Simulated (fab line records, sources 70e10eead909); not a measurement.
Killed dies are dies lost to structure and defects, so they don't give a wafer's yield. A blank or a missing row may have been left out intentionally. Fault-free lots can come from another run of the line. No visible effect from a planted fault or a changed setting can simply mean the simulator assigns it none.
Struck lot and sound lot, side by side ; flow nand harc ; 40 steps out of a route of 1302
Sound: wafers L242.1, L242.3, L242.4. Wafers L249.3, L249.4, L249.6 were the ones struck. The cause is named last.
For every step that has rows: the tool of each side, followed by ch and its chambers, followed by its first start. Under that, the readings that differ: sound wafers ; struck wafers ; difference of the means ; sigmas: that difference in standard deviations of wafers without a fault.
alike: readings whose means differ by less than 2 such deviations, and words and numbers that are the same on both sides. not compared: withheld readings, readings that some wafer has no value for, bounds like >300 that may hide the same value, and numbers for which the record gives no deviation and whose values overlap.
Wherever a step has rows on one side only, a row that says differs or no value, or a row with sigmas, the two part there. Numbers that don't overlap but have no deviation are shown without sigmas and don't part them. Lack of a reading on every wafer of one side parts them only where that side has two or more wafers.

NHARC_P_CONTACT_INSPECT_14:
  sound: defect inspect-02 at day 6 13:22; struck: defect inspect-01 at day 9 03:11
  alike: raw defect count
then, 6 steps without rows for these wafers: NHARC_P_CONTACT_DESCUM_17 (chemistry O2, time 3 s); NHARC_P_CONTACT_ETCH_35 (etches the open film in CF4, target depth 39 nm, time 65 s); NHARC_P_CONTACT_ETCH_36 (etches the open film in N2/H2, target depth 260 nm, time 406.25 s); NHARC_P_CONTACT_ETCH_18 (etches the open film in C4F8/O2/Ar, target depth 481 nm, time 240.5 s); NHARC_P_CONTACT_STRIP_37 (strips in C4F8/O2/Ar); NHARC_P_CONTACT_ETCH_31 (etches the open film in CH3F/O2, target depth 30 nm, time 85.7 s).
NHARC_P_CONTACT_CD_MEAS_19:
  sound: cd sem-02 at day 6 14:17; struck: cd sem-03 at day 9 04:16
  alike: cd nm
then, 2 steps without rows for these wafers: NHARC_P_CONTACT_STRIP_28 (strips in O2); NHARC_P_CONTACT_STRIP_29 (strips in post etch residue remover, time 1200 s).
NHARC_P_CONTACT_DEGAS_38: time 60 s.
  sound: pvd sputter-03 at day 6 15:01; struck: pvd sputter-01 at day 9 04:59
  alike: heater power w
then, 1 step without rows for these wafers: NHARC_P_CONTACT_PRE_CLEAN_39 (time 19.5 s).
NHARC_P_CONTACT_PVD_32: deposits Ti, target thk 5 nm, time 17.7 s.
  sound: pvd sputter-03 at day 6 15:07; struck: pvd sputter-01 at day 9 05:05
  alike: throttle valve pct
then, 2 steps without rows for these wafers: NHARC_P_CONTACT_ALD_22 (deposits TiN, target thk 3 nm, pulse time 1 s, ald cycles 150); NHARC_P_CONTACT_CVD_23 (deposits W, target thk 200 nm, time 557 s).
NHARC_P_CONTACT_CMP_24: polishes, t overpolish 30 s, target thk 200 nm.
  sound on cmp-02 ch 1,2,3, day 6 16:05; struck on cmp-01 ch 1,2,3, day 9 06:04
  alike: motor current A, overpolish run s, slurry flow ml min, time to endpoint s
then, 11 steps without rows for these wafers: NHARC_P_CONTACT_SRD_26; NHARC_P_M0_DEP_00 (deposits SiOC, target thk 150 nm); NHARC_P_M0_DEHYDRATE_01 (time 120 s); NHARC_P_M0_HMDS_02 (time 30 s); NHARC_P_M0_COAT_33 (time 65 s); NHARC_P_M0_COAT_03 (resist thk 90 nm); NHARC_P_M0_SOFTBAKE_04 (time 55 s); NHARC_P_M0_EBR_05; NHARC_P_M0_EXPOSE_06 (exposes mask P M0, target cd 90 nm); NHARC_P_M0_PEB_07 (peb time 65 s); NHARC_P_M0_DEVELOP_08 (develop time 35 s).
NHARC_P_M0_CD_MEAS_09: target cd 90 nm.
  sound on cd sem-02 ch 0, day 6 17:23; struck on cd sem-03 ch 0, day 9 07:22
  alike: cd nm
NHARC_P_M0_OVL_MEAS_10: pitch 180 nm.
  sound: overlay-02 at day 6 17:29; struck: overlay-02 at day 9 07:27
  alike: overlay x nm, overlay y nm
NHARC_P_M0_DESCUM_14: chemistry O2, time 3 s.
  sound on rie diel-04 ch 0,1,2, day 6 17:35; struck on rie diel-04 ch 1,2,3, day 9 07:34
  alike: drypump motor current A, oes product au, rf vpp V, showerhead plenum p Torr, throttle valve pct
  not compared: rf hours counter h
then, 1 step without rows for these wafers: NHARC_P_M0_ETCH_34 (etches the open film in N2/H2, target depth 40 nm, overetch 12 nm, time 43.94 s).
NHARC_P_M0_ETCH_15: etches the open film in C4F8/Ar, target depth 150 nm, overetch 15 nm, time 82.5 s.
  sound on rie diel-04 ch 0,1,2; struck on rie diel-04 ch 2,3
  alike: oes product au, rf fwd power W, rf vpp V
  not compared: rf hours counter h
NHARC_P_M0_CD_MEAS_16:
  sound: cd sem-01 at day 6 17:53; struck: cd sem-03 at day 9 07:52
  alike: cd nm
then, 5 steps without rows for these wafers: NHARC_P_M0_STRIP_18 (strips in N2/H2); NHARC_P_M0_STRIP_19 (strips in post etch residue remover, time 600 s); NHARC_P_M0_DEGAS_28 (time 60 s); NHARC_P_M0_PRE_CLEAN_29 (time 30 s); NHARC_P_M0_PVD_20 (deposits TaN, target thk 5 nm, time 8.06 s).
NHARC_P_M0_PVD_21: deposits Cu, target thk 30 nm, time 20.49 s.
  sound on pvd sputter-03; struck on pvd sputter-02
  alike: throttle valve pct
-- the record jumps here: 18 days lie between the struck wafers' starts before and after (it left off in module P_M0 and takes up again in module END, whose first step shown is number 1302 of the route) --
NHARC_END_SORT_01:
  sound on prober-02 ch 0, day 25 06:15; struck on prober-01 ch 0, day 26 23:39
reading;sound;struck;difference;sigmas
killed at periphery;1 1 2;69 78 78;+74;+28
killed dies;69 82 85;156 165 174;+86;+4
  alike: killed at array, killed at other, killed open, killed short

## WHERE THEY PART
Only at NHARC_END_SORT_01, within this record.

WHY: whatever the simulator had introduced
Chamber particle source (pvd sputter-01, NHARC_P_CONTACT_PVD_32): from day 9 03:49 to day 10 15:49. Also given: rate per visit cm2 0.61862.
